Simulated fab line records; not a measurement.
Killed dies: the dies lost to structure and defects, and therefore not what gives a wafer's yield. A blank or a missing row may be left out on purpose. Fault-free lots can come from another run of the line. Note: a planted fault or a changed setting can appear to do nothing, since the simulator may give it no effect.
2 desks looking at one fault / flow n5Finfet / numbers are kept per desk, each desk with only its own; the story behind them comes last

== THE METROLOGY DESK ==
What the gauges read for every lot (on any tool): the sampled wafers with a number, averaged. The brackets show how far a lot's mean lies from the usual mean; more than 4 standard deviations puts the lot out of limits, marked OUT. Shown here are 7 of its 11 readings, the ones lying furthest out on some lot.
Columns: A = trenchDepthNm at N5_BEOL_M2_OCD_MEAS_38, usual 55.3 nm; B = DIBL_P at N5_BEOL_M4_RC_MEAS_101, usual 35.9 mV/V; C = IOFF_P at N5_BEOL_M4_RC_MEAS_101, usual 0.21 nA/um; D = ION_N at N5_BEOL_M4_RC_MEAS_101, usual 672 uA/um; E = ION_P at N5_BEOL_M4_RC_MEAS_101, usual 461 uA/um; F = SS_N at N5_BEOL_M4_RC_MEAS_101, usual 71.4 mV/dec; G = VT_P at N5_BEOL_M4_RC_MEAS_101, usual -251 mV
lot=L479; first seen here=day 6 22:25; A=55.6; B=35.3; C=0.17; D=675; E=459; F=71.9; G=-253
lot=L483; first seen here=day 7 14:34; A=55.8; B=37.3; C=0.24; D=675; E=466; F=71.5; G=-247
lot=L485; first seen here=day 8 15:30; A=55.7; B=38.4; C=0.20; D=680; E=459; F=71.8; G=-252
lot=L488; first seen here=day 9 01:02; A=55.2; B=37.2; C=0.23; D=677; E=461; F=72.2; G=-249
lot=L490; first seen here=day 9 17:42; A=55.4; B=37.4; C=0.21; D=680; E=460; F=72.2; G=-250
lot=L493; first seen here=day 10 15:34; A=56.1; B=36.2; C=0.24; D=664; E=465; F=71.0; G=-247
lot=L496; first seen here=day 11 07:03; A=55.0; B=36.9; C=0.18; D=666; E=446; F=72.0; G=-256
lot=L497; first seen here=day 11 07:29; A=54.9; B=34.6; C=0.19; D=672; E=459; F=71.2; G=-253
Result from this desk: across the 8 lots, nothing is out of limits.

== THE TOOL OWNER'S DESK: rieDiel-04 ==
The tool's own readings at N5_BEOL_M2_ETCH_70 (etches SOC in N2/H2, target depth 80 nm, overetch 24 nm, time 130 s): means of the sampled wafers that have a number, for each lot that ran on this tool. The brackets show how far a lot's mean lies from the usual mean; more than 4 standard deviations puts the lot out of limits, marked OUT.
Columns: A = biasW at N5_BEOL_M2_ETCH_70, usual 149.9 W; B = drypumpMotorCurrentA at N5_BEOL_M2_ETCH_70, usual 5.6 A; C = oesProductAu at N5_BEOL_M2_ETCH_70, usual 0.59 a.u.; D = rfFwdPowerW at N5_BEOL_M2_ETCH_70, usual 835.8 W; E = rfVppV at N5_BEOL_M2_ETCH_70, usual 524.5 V; F = showerheadPlenumPTorr at N5_BEOL_M2_ETCH_70, usual 2.57 Torr; G = throttleValvePct at N5_BEOL_M2_ETCH_70, usual 17.73 %
lot=L479; first seen here=day 6 22:03; A=149.9; B=5.7; C=0.54; D=837.1; E=525.2; F=2.57; G=17.87
lot=L483; first seen here=day 7 14:13; A=149.9; B=5.6; C=0.60; D=834.1; E=525.2; F=2.60; G=17.66
lot=L488; first seen here=day 9 00:41; A=184.1 (+81) OUT; B=5.6; C=0.58; D=836.8; E=596.6 (+29) OUT; F=2.59; G=17.69
lot=L493; first seen here=day 10 15:13; A=167.4 (+42) OUT; B=5.8; C=0.54; D=834.3; E=561.2 (+15) OUT; F=2.60; G=17.98
This desk's verdict: out of limits on L488, L493, starting with L488 at day 9 00:41 (biasW at N5_BEOL_M2_ETCH_70). Within limits: L479, L483.

== TAKEN TOGETHER ==
The tool owner's desk could have raised an alarm at day 9 00:41, on L488, L493.
At the metrology desk, nothing out of limits was observed.
The metrology desk holds a record of L488, L493, inside its limits.
The lots listed all ran N5_BEOL_M2_ETCH_70 on rieDiel-04.

== WHAT WAS PUT IN BY THE SIMULATOR ==
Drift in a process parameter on rieDiel-04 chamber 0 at N5_BEOL_M2_ETCH_70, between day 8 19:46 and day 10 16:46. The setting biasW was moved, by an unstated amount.
Struck lots among those shown: L488, L493.
Time in hours from fault onset to the first out-of-limits reading at each desk: the tool owner's desk, 5.
